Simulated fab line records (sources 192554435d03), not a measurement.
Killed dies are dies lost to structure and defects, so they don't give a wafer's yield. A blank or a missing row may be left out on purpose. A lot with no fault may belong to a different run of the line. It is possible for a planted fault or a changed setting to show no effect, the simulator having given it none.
A lot that was struck, set against a sound lot + flow n5 finfet + 28 out of 1938 route steps
Sound: these wafers, L526.3, L526.4, L526.6. Struck: wafers L530.3, L530.6 (left out: L530.4, a lot-mate that was not struck); the cause follows at the end.
At each step with rows: each side's tool, then ch and its chambers, then its first start. Under that, the readings that differ: sound wafers + struck wafers + difference of the means + sigmas: that difference in standard deviations of wafers without a fault.
alike: readings whose means differ by less than 2 such deviations, and words and numbers that are the same on both sides. not compared: withheld readings, readings that some wafer has no value for, bounds like >300 that may hide the same value, and numbers for which the record gives no deviation and whose values overlap.
A row with sigmas, a row that says differs or no value, or rows on one side alone: a step with any of these is where the two part. Non-overlapping numbers with no deviation appear without sigmas and do not part them. Lack of a reading on every wafer of one side parts them only where that side has two or more wafers.

first, 10 steps without rows for these wafers: N5_FIN_SAQP_ETCH_67 (etches SiNx in CH3F/O2, target depth 30 nm); N5_FIN_SAQP_STRIP_70 (strips in N2/H2); N5_FIN_SAQP_RECESS_71 (chemistry HF/NH3, target SiO2, target depth 3 nm, afs cycles 1, sublimation time 60 s); N5_FIN_SAQP_SPACER2_ALD_28 (deposits SiO2, target thk 8.1 nm, pulse time 1 s, purge time 2 s); N5_FIN_SAQP_SPACER2_ETCHBACK_29 (etches SiO2 in CHF3/O2, target depth 12.2 nm, time 6.1 s); N5_FIN_SAQP_MANDREL2_REMOVE_60 (chemistry HBr/Cl2/O2, target a-Si, stops on SiNx, bt time 10 s); N5_FIN_SAQP_HM_OPEN_33 (chemistry CH3F/O2, target SiNx, target depth 49.4 nm, time 70.6 s); N5_FIN_SAQP_ETCH_34 (etches SiO2 in C4F6/O2, target depth 45 nm, time 15 s); N5_FIN_SAQP_STRIP_77 (strips in N2/H2, time 90 s); N5_FIN_SAQP_ETCH_64 (etches SiO2 in CF4, target depth 1.5 nm).
N5_FIN_SAQP_FIN_ETCH_36: etches the open film in HBr/Cl2/O2, target depth 120 nm, time 50.4 s.
  sound on rie si-02 ch 0,2,3, day 4 13:41; struck on rie si-02 ch 0, day 5 14:12
  alike: HBr_flow_sccm, drypump motor current A, oes product au, throttle valve pct
  not compared: rf hours counter h
then, 3 steps without rows for these wafers: N5_FIN_SAQP_PRECLEAN_38 (cleans in O3/DIW, time 45 s); N5_FIN_SAQP_PRECLEAN_45 (cleans in dHF, time 10 s); N5_FIN_SAQP_SRD_39 (time 30 s).
N5_FIN_SAQP_INSPECT_40: inspects for defects (brightfield).
  sound on defect inspect-02, day 4 13:57; struck on defect inspect-01, day 5 14:27
| reading          | sound       | struck  | difference | sigmas |
|------------------|-------------|---------|------------|--------|
| raw defect count | 208 161 144 | 960 901 | +760       | +12    |
then, 9 steps without rows for these wafers: N5_FIN_CUT_COAT_18 (time 60 s, resist thk 230 nm); N5_FIN_CUT_COAT_19 (time 60 s, resist thk 20 nm); N5_FIN_CUT_COAT_29 (time 60 s, resist thk 10 nm); N5_FIN_CUT_COAT_02 (resist thk 30 nm); N5_FIN_CUT_EBR_04; N5_FIN_CUT_SOFTBAKE_03 (time 60 s); N5_FIN_CUT_EXPOSE_05 (exposes mask FIN CUT); N5_FIN_CUT_PEB_06 (peb time 60 s); N5_FIN_CUT_DEVELOP_07 (develop time 30 s).
N5_FIN_CUT_INSPECT_10: inspects for defects (brightfield).
  sound on defect inspect-02, day 4 14:28; struck on defect inspect-02, day 5 14:51
| reading          | sound    | struck  | difference | sigmas |
|------------------|----------|---------|------------|--------|
| raw defect count | 28 33 24 | 834 807 | +792       | +66    |
then, 1 step without rows for these wafers: N5_FIN_CUT_DESCUM_13 (chemistry O2, time 7 s).
-- here the record skips 7 days between the struck wafers' starts before and after, leaving off in module FIN_CUT and picking up in module BEOL_M4 (first step shown: number 1111 of the route) --
N5_BEOL_M4_RC_MEAS_101:
  sound on prober-02 ch 0, day 11 08:16; struck on prober-01 ch 0, day 12 08:14
| reading       | sound          | struck    | difference | sigmas |
|---------------|----------------|-----------|------------|--------|
| DIBL_N (mV/V) | 37.8 36.9 38.6 | 35.4 33.5 | -3.3       | -3     |
  alike: DIBL_P, IOFF_N, IOFF_P, ION_N, ION_P, SS_N, SS_P, VT_N, VT_P
-- here the record skips 5 days between the struck wafers' starts before and after, leaving off in module BEOL_M4 and picking up in module PASSIVATION (first step shown: number 1936 of the route) --
N5_PASSIVATION_PROBE_49:
  sound on prober-01, day 16 01:33; struck on prober-02, day 17 00:10
| reading                  | sound          | struck    | difference | sigmas |
|--------------------------|----------------|-----------|------------|--------|
| defect limited yield (%) | 92.8 91.5 91.1 | 81.3 81.4 | -10.5      | -7     |
| killed at front end      | 42 43 39       | 164 164   | +123       | +11    |
| killed dies              | 85 100 105     | 221 219   | +123       | +7     |
| killed short             | 34 45 39       | 19 26     | -17        | -2     |
| sort_bin_5_function (%)  | 4.2 5.2 4.7    | 12.1 11.5 | +7.1       | +7     |
| sort n pass              | 1095 1080 1075 | 959 961   | -123       | -7     |
| sort yield pct (%)       | 92.8 91.5 91.1 | 81.3 81.4 | -10.5      | -7     |
  alike: killed_at_M0_to_M3, killed_at_M4_up, killed at contacts, killed at other, killed open, sort_bin_6_memory

== WHERE THEY PART ==
Earliest at N5_FIN_SAQP_INSPECT_40; latest, in this record, at N5_PASSIVATION_PROBE_49.

WHY: what had been put in by the simulator
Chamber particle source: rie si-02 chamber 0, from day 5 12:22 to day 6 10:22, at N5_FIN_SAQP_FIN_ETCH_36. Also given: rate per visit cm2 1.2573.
